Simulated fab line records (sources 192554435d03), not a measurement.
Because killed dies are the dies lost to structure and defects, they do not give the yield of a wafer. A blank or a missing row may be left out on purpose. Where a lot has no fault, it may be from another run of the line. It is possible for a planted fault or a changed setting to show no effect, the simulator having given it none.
Split-lot study / flow n5-finfet / 21 wafers read from 7 lots, route of 1938 steps

== SPLIT DETAILS ==
At N5_BEOL_M3_ETCH_70 (etches SOC in N2/H2, target depth 80 nm, overetch 16 nm, time 120 s), the setting source-w was moved away from the recipe's 840 W on 6 of the 21 wafers read, by -11.9% to +13.9%. For the rest of the wafers, this setting stayed at what the recipe calls for.

The split's own step is where the reading is taken.

== THE READING ==
rf-vpp-V, in V, at N5_BEOL_M3_ETCH_70 (etches SOC in N2/H2, target depth 80 nm, overetch 16 nm, time 120 s). Typical for fault-free wafers on this fab line: 524.4 V, with standard deviation 1.9 V.

wafer=L074.3; tool, chamber at the split=rie-diel-05, 0; source-w as run, W=840; against the recipe=recipe; rf-vpp-V, V=527.4; against lot-mates on the recipe=-
wafer=L074.4; tool, chamber at the split=rie-diel-05, 3; source-w as run, W=840; against the recipe=recipe; rf-vpp-V, V=523.4; against lot-mates on the recipe=-
wafer=L074.6; tool, chamber at the split=rie-diel-05, 2; source-w as run, W=955.3; against the recipe=+13.7%; rf-vpp-V, V=504.8; against lot-mates on the recipe=-20.6
wafer=L076.1; tool, chamber at the split=rie-diel-03, 2; source-w as run, W=840; against the recipe=recipe; rf-vpp-V, V=521.0; against lot-mates on the recipe=-
wafer=L076.2; tool, chamber at the split=rie-diel-03, 3; source-w as run, W=840; against the recipe=recipe; rf-vpp-V, V=525.6; against lot-mates on the recipe=-
wafer=L076.6; tool, chamber at the split=rie-diel-03, 2; source-w as run, W=956.8; against the recipe=+13.9%; rf-vpp-V, V=502.0; against lot-mates on the recipe=-21.3
wafer=L078.1; tool, chamber at the split=rie-diel-05, 2; source-w as run, W=840; against the recipe=recipe; rf-vpp-V, V=524.6; against lot-mates on the recipe=-
wafer=L078.3; tool, chamber at the split=rie-diel-05, 3; source-w as run, W=840; against the recipe=recipe; rf-vpp-V, V=524.2; against lot-mates on the recipe=-
wafer=L078.5; tool, chamber at the split=rie-diel-05, 2; source-w as run, W=840; against the recipe=recipe; rf-vpp-V, V=523.7; against lot-mates on the recipe=-
wafer=L086.3; tool, chamber at the split=rie-diel-03, 1; source-w as run, W=956; against the recipe=+13.8%; rf-vpp-V, V=508.2; against lot-mates on the recipe=-14.5
wafer=L086.4; tool, chamber at the split=rie-diel-03, 0; source-w as run, W=840; against the recipe=recipe; rf-vpp-V, V=522.7; against lot-mates on the recipe=-
wafer=L086.5; tool, chamber at the split=rie-diel-03, 2; source-w as run, W=956; against the recipe=+13.8%; rf-vpp-V, V=500.4; against lot-mates on the recipe=-22.3
wafer=L095.4; tool, chamber at the split=rie-diel-05, 0; source-w as run, W=840; against the recipe=recipe; rf-vpp-V, V=525.9; against lot-mates on the recipe=-
wafer=L095.5; tool, chamber at the split=rie-diel-05, 0; source-w as run, W=740.1; against the recipe=-11.9%; rf-vpp-V, V=547.8; against lot-mates on the recipe=+22.8
wafer=L095.6; tool, chamber at the split=rie-diel-05, 3; source-w as run, W=840; against the recipe=recipe; rf-vpp-V, V=524.2; against lot-mates on the recipe=-
wafer=L093.4; tool, chamber at the split=rie-diel-03, 0; source-w as run, W=840; against the recipe=recipe; rf-vpp-V, V=524.7; against lot-mates on the recipe=-
wafer=L093.5; tool, chamber at the split=rie-diel-03, 0; source-w as run, W=840; against the recipe=recipe; rf-vpp-V, V=522.4; against lot-mates on the recipe=-
wafer=L093.6; tool, chamber at the split=rie-diel-03, 3; source-w as run, W=840; against the recipe=recipe; rf-vpp-V, V=525.7; against lot-mates on the recipe=-
wafer=L097.1; tool, chamber at the split=rie-diel-03, 3; source-w as run, W=929.5; against the recipe=+10.7%; rf-vpp-V, V=509.2; against lot-mates on the recipe=-13.9
wafer=L097.3; tool, chamber at the split=rie-diel-03, 0; source-w as run, W=840; against the recipe=recipe; rf-vpp-V, V=522.7; against lot-mates on the recipe=-
wafer=L097.6; tool, chamber at the split=rie-diel-03, 2; source-w as run, W=840; against the recipe=recipe; rf-vpp-V, V=523.5; against lot-mates on the recipe=-

THE FIT
A straight line over all 21 wafers: rf-vpp-V changes by -1.56 V for each +1% of source-w; r = -0.98; the points scatter about the line by 2.3 V.
The same after taking each lot's own level away (the mean of its wafers on the recipe; 21 wafers): -1.51 V for each +1%; r = -0.98; scatter 2.2 V.
That fit puts the effect of the largest move of source-w on the reading at 21 V.
Measured against the standard deviation above, the lots' own levels, which go from 522.70 to 525.40 V, span 1.4 times it.
The two slopes are in agreement: the lot-to-lot level therefore moves the slope only a little.
Check: -20.2 V against its lot-mates is what the line predicts for one of the wafers moved furthest among these (+13.9%) when that wafer is left out of the fit. It came out at -21.3 V against them.
Tool readings at the split's step, against how far the setting was moved: rf-vpp-V r = -0.98.

== OTHER SPLITS ON THESE WAFERS ==
These wafers also went through other splits before the reading. Each is held against what the fit with the lots' levels taken away leaves over:
other split on the same wafers=N5_BEOL_M2_DESCUM_16 time-s; wafers away from the commonest value=3; r with rf-vpp-V (lot level and that fit taken away)=+0.43

== THE FILE'S OWN FIT ==
rf-vpp-V changes by -1.51 V for each +1% of source-w, r = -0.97.
